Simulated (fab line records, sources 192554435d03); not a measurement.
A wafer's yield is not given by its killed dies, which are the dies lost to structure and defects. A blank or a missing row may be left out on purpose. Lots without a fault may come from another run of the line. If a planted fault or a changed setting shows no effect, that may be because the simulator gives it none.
Which tool is to blame? | flow n5_finfet | 8 lots with 24 wafers sampled at 6 steps, on a route of 1938 steps

== WHAT THE GAUGES READ, wafer by wafer ==
N5_BEOL_M8_CD_MEAS_35: target cd 40 nm. Usual: 40.0 nm for cd_nm, sd 0.52.
lot  | measured     | on        | cd_nm (nm)     | flag
L784 | day 11 11:00 | cd_sem-01 | 39.9 39.5 40.2 |
L786 | day 11 21:59 | cd_sem-02 | 40.1 40.0 39.5 |
L791 | day 13 09:11 | cd_sem-02 | 40.4 40.4 40.6 |
L797 | day 14 13:12 | cd_sem-02 | 39.8 40.7 40.4 |
L796 | day 14 13:22 | cd_sem-03 | 39.9 40.2 41.0 |
L800 | day 15 11:16 | cd_sem-01 | 41.6 41.6 40.2 |
L801 | day 15 15:39 | cd_sem-03 | 40.1 39.8 40.3 |
L802 | day 15 18:07 | cd_sem-03 | 40.1 40.1 40.2 |

N5_BEOL_M8_THK_MEAS_53: measures by xrf. Usual: M8_THK gives 80.5 nm (standard deviation 1.9).
lot  | measured     | on            | M8_THK (nm)    | flag
L784 | day 11 14:49 | film_metro-02 | 80.6 82.9 83.3 |
L786 | day 12 00:09 | film_metro-01 | 81.4 79.2 81.2 |
L791 | day 13 13:19 | film_metro-02 | 78.5 78.7 77.3 |
L797 | day 14 16:43 | film_metro-02 | 80.4 76.4 78.7 |
L796 | day 14 17:28 | film_metro-01 | 81.9 78.1 80.9 |
L800 | day 15 13:46 | film_metro-01 | 81.9 81.5 85.0 |
L801 | day 15 18:22 | film_metro-02 | 78.9 79.8 80.6 |
L802 | day 15 20:32 | film_metro-01 | 81.9 80.8 78.9 |

N5_BEOL_M15_RC_MEAS_101. Usual: COMB_M10 1.6e-11 S/m, standard deviation 3.3e-12; COMB_M11 1.5e-11 S/m, standard deviation 3e-12; COMB_M12 7.1e-12 S/m, standard deviation 1.4e-12; COMB_M13 5.5e-12 S/m, standard deviation 1.1e-12; COMB_M14 4.3e-12 S/m, standard deviation 7.3e-13; COMB_M15 3.1e-12 S/m, standard deviation 6.9e-13; COMB_M5 3.7e-11 S/m, standard deviation 7.1e-12; COMB_M6 2.5e-11 S/m, standard deviation 4.7e-12; COMB_M7 2.6e-11 S/m, standard deviation 5.1e-12; COMB_M8 2.6e-11 S/m, standard deviation 5.6e-12; COMB_M9 1.6e-11 S/m, standard deviation 3.3e-12; SERP_M10 3.07 ohm/um, standard deviation 0.073; SERP_M11 3.07 ohm/um, standard deviation 0.068; SERP_M11_max_site 3.16 ohm/um, standard deviation 0.071; SERP_M12 0.641 ohm/um, standard deviation 0.015; SERP_M13 0.309 ohm/um, standard deviation 0.0059; SERP_M13_max_site 0.313 ohm/um, standard deviation 0.0062; SERP_M14 0.161 ohm/um, standard deviation 0.003; SERP_M5 38.3 ohm/um, standard deviation 1.4; SERP_M6 13.9 ohm/um, standard deviation 0.42; SERP_M7 13.8 ohm/um, standard deviation 0.44; SERP_M8 13.8 ohm/um, standard deviation 0.49; SERP_M8_max_site 14.4 ohm/um, standard deviation 0.58; SERP_M9 3.06 ohm/um, standard deviation 0.063.
lot  | measured     | on        | COMB_M10 (S/m)          | COMB_M11 (S/m)             | COMB_M12 (S/m)          | COMB_M13 (S/m)          | COMB_M14 (S/m)          | COMB_M15 (S/m)          | COMB_M5 (S/m)           | COMB_M6 (S/m)           | COMB_M7 (S/m)           | COMB_M8 (S/m)           | COMB_M9 (S/m)           | SERP_M10 (ohm/um) | SERP_M11 (ohm/um) | SERP_M11_max_site (ohm/um) | SERP_M12 (ohm/um) | SERP_M13 (ohm/um) | SERP_M13_max_site (ohm/um) | SERP_M14 (ohm/um) | SERP_M5 (ohm/um) | SERP_M6 (ohm/um) | SERP_M7 (ohm/um) | SERP_M8 (ohm/um) | SERP_M8_max_site (ohm/um) | SERP_M9 (ohm/um) | flag
L784 | day 13 17:20 | prober-02 | 1.5e-11 1.6e-11 2.3e-11 | 1.85e-11 1.64e-11 1.36e-11 | 7e-12 7.1e-12 8.1e-12   | 6.4e-12 7e-12 5.3e-12   | 4.4e-12 4.2e-12 4e-12   | 4.4e-12 3.8e-12 3.5e-12 | 3e-11 3.4e-11 3.3e-11   | 2.8e-11 2e-11 3.4e-11   | 2.7e-11 3.1e-11 3.6e-11 | 3.4e-11 3.4e-11 3.1e-11 | 1.5e-11 1.4e-11 2e-11   | 2.99 3.10 3.05    | 3.05 3.13 3.05    | 3.13 3.19 3.14             | 0.638 0.656 0.641 | 0.319 0.315 0.314 | 0.322 0.318 0.318          | 0.158 0.164 0.161 | 40.3 36.9 36.3   | 14.2 14.3 13.9   | 14.5 14.1 14.5   | 13.9 14.9 14.7   | 14.0 15.4 15.6            | 3.08 3.04 3.08   |
L786 | day 14 02:25 | prober-02 | 1.4e-11 1.6e-11 1.5e-11 | 1.13e-11 1.68e-11 1.68e-11 | 6.3e-12 7.3e-12 5.8e-12 | 5.2e-12 4.4e-12 5.1e-12 | 4e-12 3.9e-12 4.5e-12   | 3.7e-12 2.9e-12 3e-12   | 5.6e-11 3.9e-11 5.3e-11 | 2.4e-11 2e-11 2.5e-11   | 1.8e-11 2e-11 2.9e-11   | 3.5e-11 3.4e-11 2.3e-11 | 1.6e-11 1.8e-11 1.9e-11 | 3.04 3.03 3.09    | 3.01 3.03 3.04    | 3.11 3.17 3.17             | 0.619 0.621 0.626 | 0.302 0.303 0.314 | 0.308 0.304 0.320          | 0.157 0.159 0.156 | 36.9 38.4 37.5   | 13.8 13.6 13.7   | 13.5 13.7 14.6   | 13.5 16.2 13.9   | 14.4 16.6 14.5            | 3.22 3.10 3.11   |
L791 | day 15 19:49 | prober-02 | 1.7e-11 1.5e-11 1.7e-11 | 1.56e-11 1.84e-11 1.18e-11 | 6.6e-12 7.4e-12 8.1e-12 | 5.8e-12 7.4e-12 6.1e-12 | 3.5e-12 3.2e-12 2.6e-12 | 2.5e-12 2.4e-12 2.7e-12 | 2.4e-11 2.6e-11 3.9e-11 | 2.4e-11 3.5e-11 3.4e-11 | 3.6e-11 2.3e-11 3.5e-11 | 2.7e-11 1.7e-11 1.9e-11 | 2.2e-11 1.8e-11 2e-11   | 3.04 2.97 2.96    | 2.98 3.02 3.12    | 3.05 3.10 3.21             | 0.618 0.646 0.651 | 0.308 0.306 0.310 | 0.311 0.311 0.313          | 0.163 0.161 0.163 | 39.7 37.9 37.5   | 13.7 14.1 14.4   | 14.2 13.9 13.9   | 13.9 13.9 13.6   | 14.6 14.4 13.9            | 3.01 3.10 3.04   |
L797 | day 17 15:47 | prober-01 | 1.5e-11 1.1e-11 1.3e-11 | 1.13e-11 1.94e-11 1.41e-11 | 5.4e-12 7e-12 6.5e-12   | 6.5e-12 6.9e-12 5.3e-12 | 4e-12 3.5e-12 4e-12     | 3e-12 1.7e-12 1.8e-12   | 3e-11 3.2e-11 3.5e-11   | 2.6e-11 2.4e-11 2.4e-11 | 3.1e-11 3.2e-11 1.8e-11 | 1.8e-11 2.6e-11 2.3e-11 | 1.4e-11 1.6e-11 1.6e-11 | 3.02 3.09 3.08    | 3.14 3.08 3.13    | 3.20 3.20 3.24             | 0.659 0.641 0.643 | 0.314 0.317 0.311 | 0.316 0.323 0.315          | 0.162 0.157 0.157 | 39.0 40.5 37.7   | 13.6 13.6 14.3   | 14.1 14.4 13.5   | 13.6 14.0 13.8   | 14.7 15.1 14.2            | 3.17 3.08 3.07   |
L796 | day 17 14:35 | prober-02 | 1.6e-11 1.6e-11 1.2e-11 | 1.39e-11 1.41e-11 1.02e-11 | 4.9e-12 5.9e-12 7e-12   | 6.1e-12 5.6e-12 6.2e-12 | 4.6e-12 3.9e-12 3.9e-12 | 2.8e-12 3.2e-12 4.6e-12 | 4.1e-11 5.1e-11 4.2e-11 | 2.4e-11 2.7e-11 3.1e-11 | 2.5e-11 2.4e-11 2.3e-11 | 1.5e-11 2.4e-11 2.1e-11 | 1.2e-11 1.7e-11 1.1e-11 | 3.00 3.07 3.13    | 3.13 2.99 3.13    | 3.27 3.15 3.17             | 0.618 0.640 0.619 | 0.304 0.302 0.300 | 0.307 0.308 0.302          | 0.161 0.158 0.157 | 37.7 37.2 37.2   | 13.9 13.5 13.7   | 13.2 13.5 13.6   | 13.6 14.1 13.3   | 14.6 14.9 13.8            | 3.09 3.20 3.13   |
L800 | day 18 03:47 | prober-01 | 2.2e-11 1.7e-11 1.8e-11 | 1.91e-11 1.83e-11 2.15e-11 | 6.9e-12 6.7e-12 6e-12   | 5.7e-12 5.8e-12 5.2e-12 | 3.6e-12 4.1e-12 4.4e-12 | 2.6e-12 4.1e-12 2.3e-12 | 2.7e-11 3.2e-11 4.2e-11 | 3.6e-11 2.2e-11 2.4e-11 | 2.6e-11 2.8e-11 2.6e-11 | 1.8e-11 2.3e-11 1.6e-11 | 1.4e-11 1.5e-11 2e-11   | 3.10 3.14 3.04    | 3.13 3.08 3.13    | 3.20 3.23 3.25             | 0.635 0.639 0.637 | 0.311 0.313 0.304 | 0.316 0.314 0.306          | 0.160 0.161 0.161 | 37.7 37.6 36.8   | 13.8 14.2 13.4   | 13.6 13.7 13.5   | 13.3 13.0 13.2   | 13.6 13.2 14.0            | 3.10 3.08 3.06   |
L801 | day 18 07:01 | prober-02 | 1.6e-11 1.2e-11 1.5e-11 | 1.01e-11 1.31e-11 1.37e-11 | 4.9e-12 6.5e-12 7.5e-12 | 5.7e-12 6.1e-12 5.6e-12 | 5.4e-12 5.1e-12 5.3e-12 | 2.8e-12 2.5e-12 3.1e-12 | 3.2e-11 3.3e-11 2.9e-11 | 2.5e-11 2e-11 2.9e-11   | 2e-11 2.2e-11 2.3e-11   | 2.6e-11 3.2e-11 2.5e-11 | 1.9e-11 1.7e-11 1.7e-11 | 3.07 3.17 3.04    | 3.07 3.02 2.97    | 3.15 3.11 3.07             | 0.633 0.651 0.645 | 0.314 0.309 0.316 | 0.318 0.314 0.318          | 0.163 0.160 0.159 | 39.5 38.8 38.6   | 13.5 13.9 14.2   | 13.7 13.1 13.2   | 13.7 13.7 13.5   | 15.0 14.3 14.3            | 3.06 2.99 2.98   |
L802 | day 18 13:21 | prober-01 | 1.9e-11 1.8e-11 1.5e-11 | 2.45e-11 1.58e-11 1.62e-11 | 6.5e-12 7.5e-12 6.1e-12 | 4.3e-12 6e-12 5.9e-12   | 4.8e-12 3.6e-12 4.9e-12 | 1.9e-12 3.6e-12 2.4e-12 | 3.9e-11 3.6e-11 2.5e-11 | 3.3e-11 2.8e-11 2.3e-11 | 2.5e-11 3.3e-11 2.9e-11 | 2.1e-11 2.4e-11 2.5e-11 | 1.2e-11 1.5e-11 1.5e-11 | 3.05 3.14 3.08    | 3.06 2.98 3.16    | 3.18 3.10 3.20             | 0.666 0.633 0.665 | 0.300 0.310 0.314 | 0.305 0.312 0.317          | 0.162 0.160 0.161 | 37.6 40.1 37.3   | 13.7 13.8 14.3   | 14.3 14.1 14.1   | 13.1 13.3 13.6   | 13.5 14.5 14.1            | 3.02 3.00 3.10   |

== WHICH TOOL RAN EACH LOT (tool, then ch and the chambers of the sampled wafers, then the start) ==
lot  | N5_BEOL_M8_ALD_77                   | N5_BEOL_M8_SURFACE_TREAT_79  | N5_BEOL_M8_CMP_52
L784 | ald_metal-01 ch 0,2,3, day 11 13:12 | pvd_sputter-03, day 11 13:34 | cmp-03 ch 0,1,2, day 11 14:31
L786 | ald_metal-01 ch 0,2, day 11 22:44   | pvd_sputter-01, day 11 23:05 | cmp-03 ch 1,2,3, day 11 23:56
L791 | ald_metal-02 ch 0,1, day 13 09:52   | pvd_sputter-02, day 13 10:25 | cmp-02 ch 0,2,3, day 13 13:06
L797 | ald_metal-01 ch 0,1,2, day 14 13:47 | pvd_sputter-03, day 14 15:38 | cmp-02 ch 0,2,3, day 14 16:25
L796 | ald_metal-01 ch 1,2, day 14 14:13   | pvd_sputter-02, day 14 15:52 | cmp-03 ch 0,1,3, day 14 17:11
L800 | ald_metal-04 ch 0,1,3, day 15 12:13 | pvd_sputter-01, day 15 12:34 | cmp-03 ch 0,2,3, day 15 13:33
L801 | ald_metal-01 ch 0,2, day 15 16:18   | pvd_sputter-01, day 15 16:35 | cmp-04 ch 0,1,2, day 15 18:07
L802 | ald_metal-01 ch 0,3, day 15 18:58   | pvd_sputter-03, day 15 19:29 | cmp-03 ch 2,3, day 15 20:14
- N5_BEOL_M8_ALD_77: deposits TaN, target thk 2 nm, pulse time 2 s, purge time 3 s.
- N5_BEOL_M8_SURFACE_TREAT_79
- N5_BEOL_M8_CMP_52: polishes, stops on SiCOH lowk, t overpolish 6.9 s, target thk 80 nm.

== WHAT THE TOOLS THEMSELVES READ (means of the sampled wafers that have a number; where no wafer has one, the mark that the record gives instead) ==
N5_BEOL_M8_ALD_77. Usual: heater_power_outer_w 247 W, standard deviation 37; heater_power_w 438 W, standard deviation 50; precursor_vessel_temp_c 75.02 C, standard deviation 0.14.
lot  | tool         | heater_power_outer_w (W) | heater_power_w (W) | precursor_vessel_temp_c (C) | flag
L784 | ald_metal-01 | 265                      | 461                | 74.99                       |
L786 | ald_metal-01 | 236                      | 435                | 75.01                       |
L791 | ald_metal-02 | 226                      | 404                | 74.75                       |
L797 | ald_metal-01 | 256                      | 467                | 75.05                       |
L796 | ald_metal-01 | 277                      | 509                | 75.21                       |
L800 | ald_metal-04 | 238                      | 427                | 75.02                       |
L801 | ald_metal-01 | 231                      | 442                | 75.11                       |
L802 | ald_metal-01 | 261                      | 433                | 75.04                       |

N5_BEOL_M8_CMP_52. Usual: barrier_field_endpoint_s 28.9 s, standard deviation 0.63; motor_current_A 6.2 A, standard deviation 0.81.
lot  | tool   | barrier_field_endpoint_s (s) | motor_current_A (A) | flag
L784 | cmp-03 | 30.5                         | 5.9                 |
L786 | cmp-03 | 29.9                         | 6.7                 |
L791 | cmp-02 | 28.5                         | 5.3                 |
L797 | cmp-02 | 28.0                         | 5.3                 |
L796 | cmp-03 | 28.9                         | 6.4                 |
L800 | cmp-03 | 28.7                         | 6.7                 |
L801 | cmp-04 | 28.9                         | 6.2                 |
L802 | cmp-03 | 28.5                         | 7.4                 |

== THE ANSWER, worked out from the rows above alone ==
Rule: a lot counts as off when the mean over its wafers that have a number is more than 3 standard deviations away from the usual mean. A lot without any number at a reading at which 4 lots or more have one is off too. Any other lot the step has rows for is counted as sound. After the gauges, taken in route order, come the tools' own readings; for these a lot's mean is taken, as printed above. The first step at which some lot is off is used, and at that step the reading that is off furthest; a lot without a number counts as furthest.
No lot is off at any reading shown: from this, nothing can be told.

== WHAT WAS PUT IN BY THE SIMULATOR ==
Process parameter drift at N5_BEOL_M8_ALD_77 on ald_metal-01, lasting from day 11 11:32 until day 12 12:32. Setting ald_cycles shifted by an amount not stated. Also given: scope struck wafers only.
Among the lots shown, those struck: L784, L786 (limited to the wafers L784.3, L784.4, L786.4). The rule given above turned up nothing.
